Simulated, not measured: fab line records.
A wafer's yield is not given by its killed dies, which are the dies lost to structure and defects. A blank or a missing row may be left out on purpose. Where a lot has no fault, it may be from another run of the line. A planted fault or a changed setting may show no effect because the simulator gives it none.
A lot that was struck, set against a sound lot :: flow nand_harc :: 18 out of 1302 route steps
Sound: wafers L162.3, L162.4, L162.6. Struck: wafers L167.2, L167.3, L167.5. Last of all comes the cause.
At each step with rows: each side's tool, then ch and its chambers, then its first start. Under that, the readings that differ: sound wafers :: struck wafers :: difference of the means :: sigmas: that difference in standard deviations of wafers without a fault.
alike: readings whose means differ by less than 2 such deviations, and words and numbers that are the same on both sides. not compared: withheld readings, readings that some wafer has no value for, bounds like >300 that may hide the same value, and numbers for which the record gives no deviation and whose values overlap.
The two part at a step that has a row with sigmas, a row that says differs or no value, or rows on one side only. When numbers do not overlap yet have no deviation, they are printed without sigmas and do not part them. A reading missing from all wafers of one side parts the sides only when that side holds two or more wafers.

NHARC_P_GATE_ALD_36: deposits SiNx, target thk 20 nm, pulse time 60 s, ald cycles 223.
  sound on ald_sin-03 ch 0,1, day 5 18:39; struck on ald_sin-01 ch 0,1,2, day 7 17:28
  alike: heater_power_w, precursor_pulse_height_rel
NHARC_P_GATE_ETCHBACK_37: etches the open film in CHF3/O2, target depth 34.5 nm, time 17.2 s.
  sound on rie_diel-06 ch 1,2,3; struck on rie_diel-02 ch 2,3
  alike: drypump_motor_current_A, oes_product_au, rf_fwd_power_W, rf_vpp_V, showerhead_plenum_p_Torr, throttle_valve_pct
  not compared: rf_hours_counter_h
NHARC_P_GATE_STRIP_101: strips in O2, time 20 s.
  sound on rie_diel-06 ch 1,3, day 6 03:13; struck on rie_diel-02 ch 0,1,3, day 8 02:04
  alike: drypump_motor_current_A, oes_product_au, rf_vpp_V, showerhead_plenum_p_Torr, throttle_valve_pct
  not compared: rf_hours_counter_h
then, 9 steps without rows for these wafers: NHARC_P_GATE_PRECLEAN_97 (cleans in SPM, time 600 s); NHARC_P_GATE_SRD_98; NHARC_P_GATE_PRECLEAN_99 (cleans in SC1); NHARC_P_GATE_SRD_100; NHARC_P_GATE_DEHYDRATE_38 (time 120 s); NHARC_P_GATE_HMDS_39 (time 30 s); NHARC_P_GATE_COAT_40; NHARC_P_GATE_SOFTBAKE_41 (time 95 s); NHARC_P_GATE_EBR_42.
NHARC_P_GATE_EXPOSE_43: exposes mask P NSD, target cd 720 nm.
  sound on krf_scanner-02 ch 0, day 6 03:59; struck on krf_scanner-03 ch 0, day 8 02:42
reading: mask
sound: P_NSD#0 P_NSD#0 P_NSD#0
struck: P_PSD#0 P_PSD#0 P_PSD#0
difference: differs
sigmas: 
  alike: stage_vel_mm_s
then, 2 steps without rows for these wafers: NHARC_P_GATE_PEB_44 (peb time 85 s); NHARC_P_GATE_DEVELOP_45 (time 70 s).
NHARC_P_GATE_CD_MEAS_46 targets a cd of 720 nm.
  sound on cd_sem-01 ch 0, day 6 04:08; struck on cd_sem-03 ch 0, day 8 02:52
reading: cd_nm (nm)
sound: 718.4 718.0 717.6
struck: - - -
difference: no value on the struck wafers
sigmas: 
then, 1 step without rows for these wafers: NHARC_P_GATE_HARDBAKE_47 (time 80 s).
-- record jumps: 19 days between struck wafers' starts before vs after; left off in module P_GATE, resumes in module END, first step shown is number 1302 of the route --
NHARC_END_SORT_01:
  at this point the record logs the struck wafers (prober-01 ch 0, day 27 14:17) and has no rows for the sound ones

## WHERE THEY PART
Earliest at NHARC_P_GATE_EXPOSE_43; latest, in this record, at NHARC_END_SORT_01.

WHY: the cause the simulator had injected
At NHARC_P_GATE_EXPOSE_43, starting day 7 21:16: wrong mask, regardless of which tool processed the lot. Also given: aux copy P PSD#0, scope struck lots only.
